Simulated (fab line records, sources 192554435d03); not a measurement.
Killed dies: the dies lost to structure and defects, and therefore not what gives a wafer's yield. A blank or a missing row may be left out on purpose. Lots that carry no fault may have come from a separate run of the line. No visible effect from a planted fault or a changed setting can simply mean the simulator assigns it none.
Which tool was responsible? ; flow n5-finfet ; 9 lots with 26 wafers sampled at 5 steps, on a route of 1938 steps

WHAT THE GAUGES SHOWED, per wafer
N5_BEOL_M4_RC_MEAS_101. Usual: DIBL_N 35.9 mV/V, standard deviation 1.8; DIBL_P 36.2 mV/V, standard deviation 2; IOFF_N 0.16 nA/um, standard deviation 0.031; IOFF_P 0.22 nA/um, standard deviation 0.041; ION_N 676 uA/um, standard deviation 11; ION_P 465 uA/um, standard deviation 8.5; SS_N 71.4 mV/dec, standard deviation 0.64; SS_P 73.2 mV/dec, standard deviation 0.7; VT_N 250 mV, standard deviation 3.5; VT_P -250 mV, standard deviation 3.9.
lot;measured;on;DIBL_N (mV/V);DIBL_P (mV/V);IOFF_N (nA/um);IOFF_P (nA/um);ION_N (uA/um);ION_P (uA/um);SS_N (mV/dec);SS_P (mV/dec);VT_N (mV);VT_P (mV);flag
L861;day 8 14:21;prober-02;36.6 33.5 35.1;35.9 32.5 35.4;0.17 0.11 0.15;0.19 0.15 0.18;673 657 676;449 450 457;71.5 70.8 71.1;73.4 71.8 72.0;250 252 250;-251 -254 -251;
L864;day 9 22:53;prober-02;35.2 36.6 34.1;35.6 37.7 34.7;0.13 0.16 0.12;0.18 0.22 0.16;658 671 672;448 462 462;72.0 72.2 71.5;73.5 73.9 73.3;252 248 252;-258 -254 -255;
L865;day 9 11:10;prober-02;36.7 38.2 37.1;36.8 39.8 37.2;0.15 0.19 0.15;0.18 0.24 0.20;670 684 666;456 464 458;70.9 71.9 70.8;73.6 73.7 73.7;252 248 251;-256 -250 -253;
L866;day 9 22:11;prober-01;34.1 36.5 36.3;32.5 35.7 35.0;0.12 0.17 0.16;0.19 0.24 0.22;672 682 675;468 464 459;71.3 71.4 71.6;72.5 73.8 72.7;253 247 249;-250 -247 -247;
L869;day 10 22:18;prober-01;36.8 37.4 38.1;36.0 37.1 37.7;0.13 0.16 0.18;0.19 0.21 0.24;653 679 680;450 465 473;72.2 71.1 72.2;72.7 73.3 73.7;256 248 249;-252 -253 -250;
L870;day 11 02:14;prober-01;36.9 35.8 37.7;35.8 34.5 36.8;0.16 0.14 0.17;0.21 0.19 0.23;675 665 680;461 453 463;72.6 71.9 71.8;73.1 73.6 73.5;249 251 249;-250 -252 -247;
L871;day 11 03:49;prober-02;35.2 35.5 32.4;36.3 36.5 32.3;0.16 0.17 0.11;0.22 0.22 0.17;689 673 650;471 463 456;71.2 71.4 71.5;74.0 74.3 72.7;249 247 256;-249 -249 -249;
L880;day 13 15:16;prober-01;36.2 34.6;34.7 33.0;0.17 0.15;0.22 0.19;680 670;459 459;71.8 71.1;73.0 72.4;247 250;-251 -251;
L882;day 14 09:07;prober-02;35.7 35.4 35.6;35.5 35.8 36.1;0.13 0.13 0.14;0.15 0.15 0.15;676 678 675;456 464 452;70.6 70.6 71.2;73.4 72.5 73.0;250 254 249;-258 -259 -256;

TOOL THAT RAN EACH LOT (tool first, then ch and the chambers of the sampled wafers, then the start)
lot;N5_BEOL_M0_SAQP_ETCH_101;N5_BEOL_M0_SAQP_RECESS_104;N5_BEOL_M0_SAQP_ETCH_88;N5_BEOL_M0_SAQP_ETCH_49
L861;rie-diel-06 ch 0,1, day 6 03:05;vapor-etch-02 ch 0,1, day 6 03:19;rie-diel-06 ch 0,1, day 6 06:56;rie-diel-01 ch 1,3, day 6 07:43
L864;rie-diel-04 ch 1,2, day 6 20:40;vapor-etch-01 ch 0,1, day 6 20:53;rie-diel-04 ch 1,2, day 6 22:55;rie-diel-06 ch 1,3, day 6 23:42
L865;rie-diel-06 ch 0,3, day 7 01:11;vapor-etch-01 ch 0,1, day 7 01:24;rie-diel-06 ch 2,3, day 7 04:46;rie-diel-04 ch 1,3, day 7 05:49
L866;rie-diel-04 ch 0,3, day 7 10:29;vapor-etch-01 ch 0,1, day 7 10:43;rie-diel-06 ch 1,3, day 7 13:29;rie-diel-04 ch 1,2, day 7 14:16
L869;rie-diel-04 ch 1,2,3, day 8 06:09;vapor-etch-01 ch 0,1, day 8 06:22;rie-diel-06 ch 0,2,3, day 8 08:43;rie-diel-01 ch 0,1,3, day 8 09:45
L870;rie-diel-06 ch 1,3, day 8 11:23;vapor-etch-01 ch 0,1, day 8 11:36;rie-diel-04 ch 0,2, day 8 15:40;rie-diel-06 ch 0,1, day 8 16:58
L871;rie-diel-01 ch 0,2,3, day 8 20:51;vapor-etch-02 ch 0,1, day 8 21:04;rie-diel-01 ch 1,2,3, day 8 23:17;rie-diel-01 ch 1,2, day 9 00:04
L880;rie-diel-01 ch 0, day 11 06:28;vapor-etch-02 ch 0,1, day 11 06:41;rie-diel-04 ch 0, day 11 09:07;rie-diel-01 ch 0, day 11 09:53
L882;rie-diel-04 ch 0,1, day 11 15:53;vapor-etch-01 ch 1, day 11 16:06;rie-diel-01 ch 0,3, day 11 18:04;rie-diel-06 ch 0,2, day 11 18:52
- N5_BEOL_M0_SAQP_ETCH_101: etches SiNx in CH3F/O2, target depth 29.9 nm, time 42.7 s.
- N5_BEOL_M0_SAQP_RECESS_104: chemistry HF/NH3, target SiO2, target depth 18 nm, afs cycles 3, sublimation time 60 s.
- N5_BEOL_M0_SAQP_ETCH_88: etches underlayer in N2/H2, target depth 6.5 nm, time 5.2 s.
- N5_BEOL_M0_SAQP_ETCH_49: etches SiO2 in CF4/O2, target depth 37 nm.

AS READ BY THE TOOLS THEMSELVES (means over the sampled wafers that have a number; for cases with no such wafer, the mark the record gives instead)
N5_BEOL_M0_SAQP_ETCH_101. Usual: CH3F_flow_sccm 29.98 sccm, standard deviation 0.084; drypump-motor-current-A 5.7 A, standard deviation 0.45; oes-product-au 0.75 a.u., standard deviation 0.06; rf-vpp-V 298 V, standard deviation 4.5; showerhead-plenum-p-Torr 2.01 Torr, standard deviation 0.078; throttle-valve-pct 16.46 %, standard deviation 0.18.
lot;tool;CH3F_flow_sccm (sccm);drypump-motor-current-A (A);oes-product-au (a.u.);rf-vpp-V (V);showerhead-plenum-p-Torr (Torr);throttle-valve-pct (%);flag
L861;rie-diel-06;30.08;5.6;0.77;297;2.00;16.40;
L864;rie-diel-04;29.98;5.7;0.82;294;2.04;16.34;
L865;rie-diel-06;30.08;6.0;0.73;295;2.00;16.51;
L866;rie-diel-04;29.91;5.5;0.74;303;2.08;16.46;
L869;rie-diel-04;30.08;5.7;0.74;296;2.05;16.46;
L870;rie-diel-06;30.06;6.0;0.74;297;1.93;16.41;
L871;rie-diel-01;29.97;5.8;0.72;299;2.00;16.53;
L880;rie-diel-01;30.03;6.2;0.69;296;1.89;16.72;
L882;rie-diel-04;30.03;5.3;0.72;305;2.07;16.63;

N5_BEOL_M0_SAQP_RECESS_104. Usual: drypump-motor-current-A reads 5.88 A (standard deviation 0.22).
lot;tool;drypump-motor-current-A (A);flag
L861;vapor-etch-02;6.06;
L864;vapor-etch-01;5.59;
L865;vapor-etch-01;5.65;
L866;vapor-etch-01;5.65;
L869;vapor-etch-01;5.65;
L870;vapor-etch-01;5.64;
L871;vapor-etch-02;6.03;
L880;vapor-etch-02;6.06;
L882;vapor-etch-01;5.55;

N5_BEOL_M0_SAQP_ETCH_88. Usual: drypump-motor-current-A 5.7 A, standard deviation 0.48; etch-rf-on-time-s 5.18 s, standard deviation 0.12; oes-product-au 0.65 a.u., standard deviation 0.062; rf-vpp-V 524 V, standard deviation 3.4; showerhead-plenum-p-Torr 2.55 Torr, standard deviation 0.11; throttle-valve-pct 17.94 %, standard deviation 0.22.
lot;tool;drypump-motor-current-A (A);etch-rf-on-time-s (s);oes-product-au (a.u.);rf-vpp-V (V);showerhead-plenum-p-Torr (Torr);throttle-valve-pct (%);flag
L861;rie-diel-06;5.6;5.21;0.65;524;2.55;17.95;
L864;rie-diel-04;5.7;5.20;0.70;524;2.59;17.82;
L865;rie-diel-06;5.3;5.09;0.78;528;2.65;17.72;
L866;rie-diel-06;6.0;5.01;0.64;520;2.46;17.91;
L869;rie-diel-06;5.5;5.13;0.68;526;2.61;17.89;
L870;rie-diel-04;5.5;5.22;0.67;527;2.61;17.74;
L871;rie-diel-01;5.8;5.27;0.63;524;2.57;17.92;
L880;rie-diel-04;5.3;5.22;0.64;525;2.62;17.89;
L882;rie-diel-01;6.1;5.32;0.59;522;2.44;18.08;

N5_BEOL_M0_SAQP_ETCH_49. Usual: drypump-motor-current-A 5.7 A, standard deviation 0.45; oes-product-au 0.75 a.u., standard deviation 0.06; rf-vpp-V 241 V, standard deviation 3.9; showerhead-plenum-p-Torr 2.22 Torr, standard deviation 0.08; throttle-valve-pct 15.96 %, standard deviation 0.18.
lot;tool;drypump-motor-current-A (A);oes-product-au (a.u.);rf-vpp-V (V);showerhead-plenum-p-Torr (Torr);throttle-valve-pct (%);flag
L861;rie-diel-01;6.1;0.72;245;2.19;15.91;
L864;rie-diel-06;5.8;0.77;242;2.09;15.79;
L865;rie-diel-04;5.8;0.70;242;2.27;16.06;
L866;rie-diel-04;5.6;0.75;241;2.25;16.05;
L869;rie-diel-01;6.2;0.72;244;2.17;16.05;
L870;rie-diel-06;5.6;0.74;240;2.20;15.93;
L871;rie-diel-01;6.0;0.77;242;2.24;16.02;
L880;rie-diel-01;6.2;0.93;240;2.10;16.27;OFF
L882;rie-diel-06;5.3;0.77;240;2.28;15.96;

THE ANSWER, worked out from the rows above alone
Rule: a lot is off if the mean of its wafers that have a number lies more than 3 standard deviations from the usual mean. A lot without any number at a reading at which 4 lots or more have one is off too. The other lots that the step has rows for count as sound. After the gauges, taken in route order, come the tools' own readings; for these a lot's mean is taken, as printed above. At the first step where some lot is off, the reading lying furthest off is the one used; lots without a number count as furthest.
Off: L880 (N5_BEOL_M0_SAQP_ETCH_49, oes-product-au).
If a tool, at that step or one of the process steps before it, ran each lot that is off and ran no sound lot following the first of them, it fits. Can't be told from this: 3 tools fit, rie-diel-01 at N5_BEOL_M0_SAQP_ETCH_101 and N5_BEOL_M0_SAQP_ETCH_49, vapor-etch-02 at N5_BEOL_M0_SAQP_RECESS_104, rie-diel-04 at N5_BEOL_M0_SAQP_ETCH_88.

WHAT THE SIMULATOR PUT IN
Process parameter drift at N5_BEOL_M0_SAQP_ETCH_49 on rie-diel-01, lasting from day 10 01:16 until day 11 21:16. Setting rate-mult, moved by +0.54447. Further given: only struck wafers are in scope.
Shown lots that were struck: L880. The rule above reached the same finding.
